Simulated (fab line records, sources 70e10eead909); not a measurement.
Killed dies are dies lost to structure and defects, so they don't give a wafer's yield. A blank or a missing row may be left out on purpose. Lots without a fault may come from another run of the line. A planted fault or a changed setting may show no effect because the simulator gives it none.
fab line records | flow nand_harc
record lots=5 wafers=15 last_day=25
route steps=1159 shown A_CONTACT@888 END@1159
lots that met no fault: from a run of the same line without faults
start_h: hours from the record's first day to the start of the lot's first wafer shown | wait_h: hours since the lot's step before | " the same as in the row above | L1.1+2: a row that stands for several wafers | - no value, or no start given | * or withheld: withheld | < > ~ a bound
route shown NAME@n: a module of which the file shows steps, and the number in the route of the first | usual: mean/standard deviation of fault-free wafers | same: alike in all rows | chamber/n: place in a boat | sites: the reading at each site | _std_site: their standard deviation | _edge_site: outer sites' mean less inner sites' | radius_mm: how far each site lies from the wafer's centre | mask NAME#n: copy n | behind: the tool/chamber that last shaped the wafer | hold: why the lot was held/for how many hours/how that ended | device: the transistor (n, p or np) that didn't switch | end of line: the same wafers' tests at the end of the route | a step without rows: its recipe alone | killed: dies lost to structure and defects at the first sort, not the wafer's yield | map: a wafer's dies, x killed, . not, _ none there
set.NAME: the setting as run; set.NAME@STEP: as run at that earlier step | model.NAME: the simulator's own value behind a step, which no gauge read
lots at some steps of the route; a table a step, a row a wafer
services: from which hour (start_h, from the record's first day; less than 0 if before it) a tool's chamber was out of use, for how many hours, and why
## steps
# step NHARC_A_CONTACT_COAT_61
# recipe temp_c=260 time_s=75
# step NHARC_A_CONTACT_COAT_62
# recipe temp_c=225 time_s=65
# step NHARC_A_CONTACT_COAT_63
# recipe spin_rpm=1500 resist_thk_nm=90
# step NHARC_A_CONTACT_SOFTBAKE_64
# recipe temp_c=105 time_s=55
# step NHARC_A_CONTACT_EBR_65
# step NHARC_A_CONTACT_EXPOSE_66
# recipe na=1.35 sigma_outer=0.8 dose_mj=59.02 mask_id=A_CC_2
# step NHARC_A_CONTACT_PEB_67
# recipe peb_temp_c=100 peb_time_s=65
# step NHARC_A_CONTACT_DEVELOP_68
# recipe develop_time_s=35 dev_temp_c=23
# step NHARC_A_CONTACT_CD_MEAS_69
# recipe target_cd_nm=200 landing_energy_ev=500
# usual cd_nm=199.9/0.6
# columns lot.wafer tool chamber start_h wait_h cd_nm
L656.2 cd_sem-02 0 456.05 - 199.5
L656.4 " 0 " " 199.5
L656.5 " 0 " " 199.9
L660.1 cd_sem-02 0 460.75 - 200.2
L660.4 " 0 " " 200.0
L660.6 " 0 " " 200.0
L662.2 cd_sem-01 0 473.51 - 200.7
L662.4 " 0 " " 200.2
L662.5 " 0 " " 199.5
L667.3 cd_sem-01 0 500.68 - 200.4
L667.5 " 0 " " 199.6
L667.6 " 0 " " 200.1
L669.1 cd_sem-01 0 517.57 - 199.2
L669.3 " 0 " " 199.4
L669.4 " 0 " " 200.2
# step NHARC_A_CONTACT_OVL_MEAS_70
# usual overlay_x_nm=0.0/0.75 overlay_y_nm=0.1/0.76
# columns lot.wafer tool chamber start_h wait_h overlay_x_nm overlay_y_nm
L656.2 overlay-01 - 456.14 - 0.0 1.2
L656.4 " - " " 0.1 1.5
L656.5 " - " " 0.5 0.9
L660.1 overlay-01 - 460.84 - 0.6 0.3
L660.4 " - " " 0.8 0.5
L660.6 " - " " -0.1 0.9
L662.2 overlay-02 - 473.59 - 1.5 0.0
L662.4 " - " " 1.1 -0.1
L662.5 " - " " 1.0 0.1
L667.3 overlay-01 - 500.76 - -0.4 0.0
L667.5 " - " " -1.2 0.9
L667.6 " - " " 0.0 0.4
L669.1 overlay-01 - 517.66 - -0.2 -0.1
L669.3 " - " " 0.0 -0.3
L669.4 " - " " 0.4 -0.6
# step NHARC_A_CONTACT_INSPECT_71
# usual raw_defect_count=32/15
# columns lot.wafer tool chamber start_h wait_h raw_defect_count
L656.2 defect_inspect-02 - 456.18 0.0 47
L656.4 " - " " 35
L656.5 " - " " 38
L660.1 defect_inspect-01 - 460.88 0.0 46
L660.4 " - " " 49
L660.6 " - " " 33
L662.2 defect_inspect-02 - 473.63 0.0 28
L662.4 " - " " 28
L662.5 " - " " 27
L667.3 defect_inspect-01 - 500.80 0.0 18
L667.5 " - " " 20
L667.6 " - " " 28
L669.1 defect_inspect-02 - 517.70 0.0 45
L669.3 " - " " 52
L669.4 " - " " 41
# step NHARC_A_CONTACT_DESCUM_74
# recipe time_s=3 o2_flow_sccm=200 ar_flow_sccm=0 bias_power_w=0 chemistry=O2
# usual drypump_motor_current_A=5.8/0.42 oes_product_au=0.999/0.017 rf_vpp_V=57.9/0.94 showerhead_plenum_p_Torr=1.94/0.074 throttle_valve_pct=11.312/0.0097
# columns lot.wafer tool chamber start_h wait_h drypump_motor_current_A oes_product_au rf_hours_counter_h rf_vpp_V showerhead_plenum_p_Torr throttle_valve_pct
L656.4 rie_diel-07 3 456.24 0.1 6.0 0.992 7 57.8 1.92 11.306
L656.2 " 1 " " 6.2 1.021 7 59.0 1.87 11.299
L656.5 " 3 " " 6.0 0.997 - 57.5 1.92 11.304
L660.1 rie_diel-09 3 461.08 0.2 5.1 1.025 6 58.9 2.00 11.326
L660.4 " 2 " " 5.7 0.989 7 57.7 2.03 11.330
L660.6 " 0 " " 5.9 0.998 - 56.9 1.94 11.319
L662.2 rie_diel-09 3 473.69 0.1 5.1 1.025 10 57.8 1.99 11.313
L662.4 " 2 " " 5.8 0.987 11 59.4 2.03 11.304
L662.5 " 0 " " 6.0 1.007 - 57.6 1.94 11.316
L667.3 rie_diel-07 3 500.86 0.1 6.0 1.000 18 58.8 1.92 11.314
L667.6 " 3 " " 6.0 0.983 - 58.6 1.92 11.309
L667.5 " 0 " " 6.3 0.975 - 58.8 1.99 11.303
L669.4 rie_diel-07 3 517.76 0.1 6.0 0.999 20 58.9 1.92 11.327
L669.3 " 0 " " 6.4 1.001 17 57.9 1.98 11.301
L669.1 " 1 " " 6.2 1.007 18 58.2 1.86 11.321
# step NHARC_A_CONTACT_ETCH_75
# recipe target_depth_a=390 over_etch_frac=0.3 time_s=65 ion_energy_ev=80 cf4_flow_sccm=150 ar_flow_sccm=0 rf_w=300 bias_w=100 chemistry=CF4
# usual cf4_flow_sccm=150.0/0.44 drypump_motor_current_A=5.8/0.43 oes_product_au=0.998/0.016 rf_vpp_V=151.6/1 showerhead_plenum_p_Torr=1.79/0.062 throttle_valve_pct=13.284/0.0096
# columns lot.wafer tool chamber start_h wait_h cf4_flow_sccm drypump_motor_current_A oes_product_au rf_hours_counter_h rf_vpp_V showerhead_plenum_p_Torr throttle_valve_pct
L656.2 rie_diel-07 3 456.32 0.1 150.2 6.0 0.994 7 152.2 1.77 13.285
L656.4 " 0 " " 150.3 6.3 0.974 7 151.7 1.83 13.298
L656.5 " 0 " " 150.7 6.3 0.977 - 152.1 1.83 13.280
L660.1 rie_diel-09 0 461.16 0.1 149.6 6.0 0.997 6 151.6 1.79 13.280
L660.4 " 1 " " 149.8 5.8 0.980 7 153.0 1.77 13.266
L660.6 " 1 " " 149.8 5.7 0.963 - 150.7 1.77 13.306
L662.4 rie_diel-09 3 473.78 0.1 150.0 5.1 0.829 10 152.1 1.84 13.281
L662.2 " 1 " " 150.0 5.7 0.989 11 150.6 1.77 13.269
L662.5 " 2 " " 149.7 5.7 0.809 - 151.5 1.87 13.289
L667.3 rie_diel-07 2 500.96 0.1 150.2 5.5 1.026 16 150.0 1.66 13.296
L667.5 " 0 " " 150.7 6.3 0.977 - 151.2 1.83 13.281
L667.6 " 1 " " 151.0 6.2 1.003 - 150.8 1.73 13.291
L669.1 rie_diel-07 3 517.84 0.1 150.4 6.0 0.987 20 150.2 1.77 13.276
L669.3 " 0 " " 149.9 6.3 0.991 17 150.7 1.83 13.295
L669.4 " 1 " " 149.5 6.2 1.015 18 150.0 1.73 13.266
# step NHARC_A_CONTACT_ETCH_76
# recipe target_depth_a=2600 over_etch_frac=0.3 time_s=475.3 ion_energy_ev=200 n2_flow_sccm=150 h2_flow_sccm=150 ar_flow_sccm=0 rf_w=400 bias_w=150 chemistry=N2/H2
# usual drypump_motor_current_A=5.9/0.43 oes_product_au=0.997/0.017 rf_vpp_V=431.5/2.4 showerhead_plenum_p_Torr=2.07/0.082 throttle_valve_pct=14.171/0.0088
# columns lot.wafer tool chamber start_h wait_h drypump_motor_current_A oes_product_au rf_hours_counter_h rf_vpp_V showerhead_plenum_p_Torr throttle_valve_pct
L656.2 rie_diel-07 3 - - 6.0 1.005 7 431.6 2.05 14.157
L656.4 " 2 " " 5.5 1.024 7 428.5 1.91 14.163
L656.5 " 0 " " 6.3 0.987 - 432.7 2.12 14.166
L660.1 rie_diel-09 2 - - 5.8 0.981 7 433.7 2.17 14.172
L660.4 " 1 " " 5.7 0.979 7 431.5 2.04 14.174
L660.6 " 2 " " 5.8 0.989 - 434.6 2.17 14.172
L662.2 rie_diel-09 0 - - 5.9 1.004 10 431.5 2.07 14.173
L662.4 " 3 " " 5.1 1.017 11 432.6 2.13 14.181
L662.5 " 0 " " 6.0 0.998 - 431.9 2.07 14.156
L667.3 rie_diel-07 1 - - 6.2 0.994 16 430.0 1.99 14.148
L667.5 " 1 " " 6.2 1.000 - 428.0 1.99 14.177
L667.6 " 2 " " 5.5 1.020 - 427.4 1.91 14.176
L669.1 rie_diel-07 0 - - 6.3 0.992 17 432.2 2.12 14.165
L669.3 " 1 " " 6.2 1.011 18 429.3 1.99 14.180
L669.4 " 2 " " 5.5 1.034 19 427.2 1.91 14.161
# step NHARC_END_SORT_01
# recipe temp_c=25
# usual killed_at_array=30/10 killed_at_other=0.5/0.82 killed_at_periphery=2.9/2 killed_dies=34/11 killed_open=3.2/1.8 killed_short=2.0/1.4
# same gross_dies=677
# columns lot.wafer tool chamber start_h wait_h killed_at_array killed_at_other killed_at_periphery killed_dies killed_open killed_short
L660.4 prober-02 0 546.45 3.4 39 0 2 41 5 1
L660.6 prober-02 0 548.07 4.1 32 1 4 37 4 3
L662.4 prober-02 0 554.28 3.4 650 0 1 651 5 3
L662.5 prober-02 0 555.07 3.7 650 0 1 651 1 3
# killed by level:class
L660.4 A_CHANNEL_HOLE_D1:chamber_film_flake=14 A_SLIT:chamber_film_flake=11 A_STAIRCASE:chamber_film_flake=5 A_ONON_D1:geometric_particle:open=2 P_GATE:chamber_film_flake=2 A_CONTACT:chamber_film_flake=2 A_WL_FILL:geometric_particle:short=1 A_CONTACT:geometric_particle:open=1
L660.6 A_CHANNEL_HOLE_D1:chamber_film_flake=9 A_SLIT:chamber_film_flake=9 A_STAIRCASE:chamber_film_flake=5 A_CONTACT:chamber_film_flake=4 P_GATE:chamber_film_flake=2 P_GATE:geometric_particle:short=1 P_M0:geometric_particle:open=1 A_ONON_D1:geometric_particle:open=1
L662.4 A_CONTACT:area_etch=617 A_SLIT:chamber_film_flake=11 A_CHANNEL_HOLE_D1:chamber_film_flake=8 A_BLC:chamber_film_flake=5 A_CHANNEL_HOLE_D1:geometric_particle:short=2 A_CONTACT:chamber_film_flake=2 P_GATE:geometric_particle:open=1 A_ONON_D1:geometric_particle:open=1
L662.5 A_CONTACT:area_etch=620 A_SLIT:chamber_film_flake=12 A_CHANNEL_HOLE_D1:chamber_film_flake=6 A_BLC:chamber_film_flake=3 A_WL_FILL:geometric_particle:short=2 A_CHANNEL_FILL_D1:chamber_film_flake=2 A_STAIRCASE:chamber_film_flake=2 A_CHANNEL_FILL_D1:geometric_particle:open=1
# map L662.4 (x killed, . not)
____________x____________
_________xxx.x.x_________
_______xxxxxxxx.x._______
______xxxxxxxxxxxxx______
_____xxxxxxxxxxxxxxx_____
____xxxxxxxxxxxxxxxxx____
____xxxxxxxxxxxxxxxxx____
___xxxxxxxxxxxxxxxxx.x___
___xxxxxxxxxxxxxxxxxxx___
__xxxxxxxxxxxxxxxxxxxxx__
__xxxxxxxxxxxxxxxxxx.xx__
_xxxxxxxxxxxxxxxxxxxxxxx_
_xxxxxxxxxxxxxxxxxxxxxxx_
_xxxxxxxxxxxxxxxxxxxxxxx_
_xxxxxxxxxxxxxxxxxxxxxxx_
_xxxxxxxxxxxxxxxxxxxxxxx_
xxxxxxxxxxxxxxxxxx.xxxxxx
xxxxxxxxxxxxxxxxx.xxxxxxx
xxxxxxxxxxxxxx.xxxxxxxxx.
xxxxxxxxxxxxxxxxxx.xxxxxx
xxxxxxxxxxxxxxxxxxx.xxxxx
_xxxxxxxxxxxxxxxxxxxxxxx_
_xxxx.xxxxxx.xxxxxxxx.xx_
_xxxxxxxxxxxxxx.xxxxxxxx_
_xxxxxxxxxxxxxxxxxxxxxx._
_xxxxxx.xxxxxxxxxxxxxxxx_
__xxxxxxxxxxxxxxxxxxx.x__
__xxxxxxxxxxxxxxxx.xxxx__
___xxxxxxxxxxxxxxxxxxx___
___xxxxxxxx.xxxxxxxxxx___
____xxxxxxxxxxx.xxxxx____
____xxxxxxxxxxxxxx.xx____
_____xxxxxxxxxxxxxxx_____
______xxxxxxxxxxxx.______
_______xxxxxxxx..x_______
_________xxxxxxx_________
____________x____________
# map L660.1 (x killed, . not)
____________.____________
_________......._________
_______..........._______
______.............______
_____..............._____
____.................____
____.................____
___.................x.___
___..................x___
__.....................__
__.................x.xx__
_.......xxx..........xx._
_.....................xx_
_....x.x...x..........xx_
_......x.x.............x_
_........x.............._
.......x...x.............
........................x
........xx........x......
...xx.x..................
....x..x.................
_...x.x................._
_x.x...................._
_.....x................._
_.x..x..x..............._
_.....x................._
__..xx..............x..__
__.....................__
___...............x...___
___...................___
____.................____
____.................____
_____..............._____
______.............______
_______..........._______
_________...x..._________
____________x____________
## services
# columns tool chamber start_h hours kind
rie_diel-07 0 438.72 - clean
rie_diel-07 1 438.72 - clean
rie_diel-07 2 438.72 - clean
rie_diel-07 3 438.72 - clean
rie_diel-09 0 440.35 - clean
rie_diel-09 1 440.35 - clean
rie_diel-09 2 440.35 - clean
rie_diel-09 3 440.35 - clean
rie_diel-07 0 463.22 - clean
rie_diel-07 1 463.22 - clean
rie_diel-07 2 463.22 - clean
rie_diel-07 3 463.22 - clean
rie_diel-09 0 464.94 - clean
rie_diel-09 1 464.94 - clean
rie_diel-09 2 464.94 - clean
rie_diel-09 3 464.94 - clean
rie_diel-07 0 487.77 - clean
rie_diel-07 1 487.77 - clean
rie_diel-07 2 487.77 - clean
rie_diel-07 3 487.77 - clean
rie_diel-07 0 512.27 - clean
rie_diel-07 1 512.27 - clean
rie_diel-07 2 512.27 - clean
rie_diel-07 3 512.27 - clean
## key
first_sign step=NHARC_A_CONTACT_ETCH_75 reading=oes_product_au direction=down sigmas=12 usual=0.998 struck=0.819
effect step=NHARC_END_SORT_01 reading=killed_at_array direction=up sigmas=60 usual=30 struck=650
more_kills_born_at NHARC_A_CONTACT_ETCH_75@rie_diel-09=1237
met_at NHARC_A_CONTACT_ETCH_75
struck_wafers L662.4,L662.5
later_rows_left_out L662.4,L662.5
tester_left_out L662
onset_between 461.16 473.78
fault kind=process_parameter_drift tool=rie_diel-09 chamber=- onset_h=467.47 steps=NHARC_A_CONTACT_ETCH_75 channel=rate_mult offset=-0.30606 shape=step end_h=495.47 scope=struck_wafers_only
# tester_left_out: of these lots the tester's yield and bins aren't shown, on N5 and GAA mostly nor the transistor test; their killed dies are dies lost to structure and defects alone, not to doping, threshold or leakage, so they don't give the yield
# later_rows_left_out: the simulator's readings of these wafers behind a module that went badly wrong aren't trusted and aren't shown, but for the sort
